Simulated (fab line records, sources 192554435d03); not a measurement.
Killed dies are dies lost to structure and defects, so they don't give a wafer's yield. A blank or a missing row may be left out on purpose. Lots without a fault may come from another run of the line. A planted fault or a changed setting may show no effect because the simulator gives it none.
A struck lot beside a sound one | flow n5_finfet | 20 steps out of a route of 1938
Sound: wafers L838.2, L838.5, L838.6. Struck: wafers L827.2, L827.3, L827.6. The cause comes at the end.
At each step with rows: each side's tool, then ch and its chambers, then its first start. Under that, the readings that differ: sound wafers | struck wafers | difference of the means | sigmas: that difference in standard deviations of wafers without a fault.
alike: readings whose means differ by less than 2 such deviations, and words and numbers that are the same on both sides. not compared: withheld readings, readings that some wafer has no value for, bounds like >300 that may hide the same value, and numbers for which the record gives no deviation and whose values overlap.
The two part at a step that has a row with sigmas, a row that says differs or no value, or rows on one side only. Numbers that don't overlap but have no deviation are shown without sigmas and don't part them. A reading that every wafer of one side lacks parts them only if that side has two wafers or more.

first, 8 steps without rows for these wafers: N5_BEOL_M9_CMP_52 (polishes, stops on SiCOH lowk, t overpolish 7 s, target thk 140 nm); N5_BEOL_M9_PRE_CLEAN_55 (time 15 s); N5_BEOL_M9_DEP_56 (deposits SiCN from 3MS/NH3, target thk 15 nm, time 26.5 s); N5_BEOL_M10_ILD_DEP_00 (deposits SiCOH lowk from DEMS/porogen, target thk 308.51 nm, time 58 s); N5_BEOL_M10_CURE_71 (cures SiCOH lowk, time 240 s); N5_BEOL_M10_PECVD_70 (deposits SiO2 from TEOS/O2, target thk 20 nm, time 22.7 s); N5_BEOL_M10_HM_DEP_02 (deposits TiN, target thk 20 nm); N5_BEOL_M10_COAT_59 (time 60 s, resist thk 100 nm).
N5_BEOL_M10_COAT_60: time 60 s, resist thk 30 nm.
  sound on litho_track-04 ch 0, day 17 04:15; struck on litho_track-03 ch 0, day 14 14:45
  reading                                     | sound                | struck               | difference | sigmas
  spin_speed_rpm (rpm)                        | 1501.1 1499.2 1499.5 | 1424.3 1426.0 1423.7 | -75.3      | -93
  model.SiARC_of_BEOL_M10_COAT_60.thk_nm (nm) | 30.2 30.2 30.2       | 30.8 30.8 30.8       | +0.6       |
then, 7 steps without rows for these wafers: N5_BEOL_M10_COAT_05 (resist thk 90 nm); N5_BEOL_M10_EBR_07; N5_BEOL_M10_SOFTBAKE_06 (time 60 s); N5_BEOL_M10_EXPOSE_08 (exposes mask M10); N5_BEOL_M10_PEB_09 (peb time 60 s); N5_BEOL_M10_DEVELOP_10 (develop time 30 s); N5_BEOL_M10_DESCUM_16 (chemistry O2, time 7.9 s).
N5_BEOL_M10_ETCH_61: etches SiARC in CF4, target depth 39 nm, time 65 s.
  sound on rie_diel-04 ch 0,2, day 17 04:49; struck on rie_diel-06 ch 2,3, day 14 15:17
  reading                                       | sound            | struck           | difference | sigmas
  showerhead_plenum_p_Torr (Torr)               | 2.05 2.10 2.05   | 2.26 2.18 2.26   | +0.17      | +2
  model.etch.depth_nm (nm)                      | 30.15 30.2 30.17 | 30.82 30.89 30.8 | +0.66      |
  model.CAR-ArF_of_BEOL_M10_COAT_05.thk_nm (nm) | 55.8 55.6 55.2   | 54.8 54.8 54.8   | -0.7       |
  alike: drypump_motor_current_A, etch_rf_on_time_s, oes_product_au, rf_vpp_V, throttle_valve_pct
  not compared: rf_hours_counter_h
N5_BEOL_M10_ETCH_62: etches SOC in N2/H2, target depth 110 nm, overetch 22 nm, time 165 s.
  sound on rie_diel-04 ch 0,2, day 17 04:52; struck on rie_diel-06 ch 2,3, day 14 15:20
  reading                                     | sound             | struck            | difference | sigmas
  rf_vpp_V (V)                                | 519.7 522.5 521.6 | 528.8 523.8 528.0 | +5.6       | +2
  showerhead_plenum_p_Torr (Torr)             | 2.42 2.49 2.42    | 2.67 2.57 2.67    | +0.19      | +2
  model.SiARC_of_BEOL_M10_COAT_60.thk_nm (nm) | 23.8 23.8 23.8    | 24.2 24.2 24      | +0.3       |
  alike: drypump_motor_current_A, oes_product_au, throttle_valve_pct
  not compared: rf_hours_counter_h
then, 1 step without rows for these wafers: N5_BEOL_M10_STRIP_68 (strips in N2/H2).
-- the record jumps here: 2 days lie between the struck wafers' starts before and after (it left off in module BEOL_M10 and takes up again in module PASSIVATION, whose first step shown is number 1936 of the route) --
N5_PASSIVATION_PROBE_49:
  sound on prober-02, day 19 09:04; struck on prober-01, day 16 21:38
  alike: defect_limited_yield, killed_at_M0_to_M3, killed_at_M4_up, killed_at_contacts, killed_at_front_end, killed_at_other, killed_dies, killed_open, killed_short, sort_bin_5_function, sort_bin_6_memory, sort_n_pass, sort_yield_pct

WHERE THEY PART
First at N5_BEOL_M10_COAT_60; last, within this record, at N5_BEOL_M10_ETCH_62. Later steps at which nothing parts them and some readings are alike: N5_PASSIVATION_PROBE_49.

WHY: what the simulator had put in
Process parameter drift: litho_track-03, from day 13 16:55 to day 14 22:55, at N5_BEOL_M10_COAT_60. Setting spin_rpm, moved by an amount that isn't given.
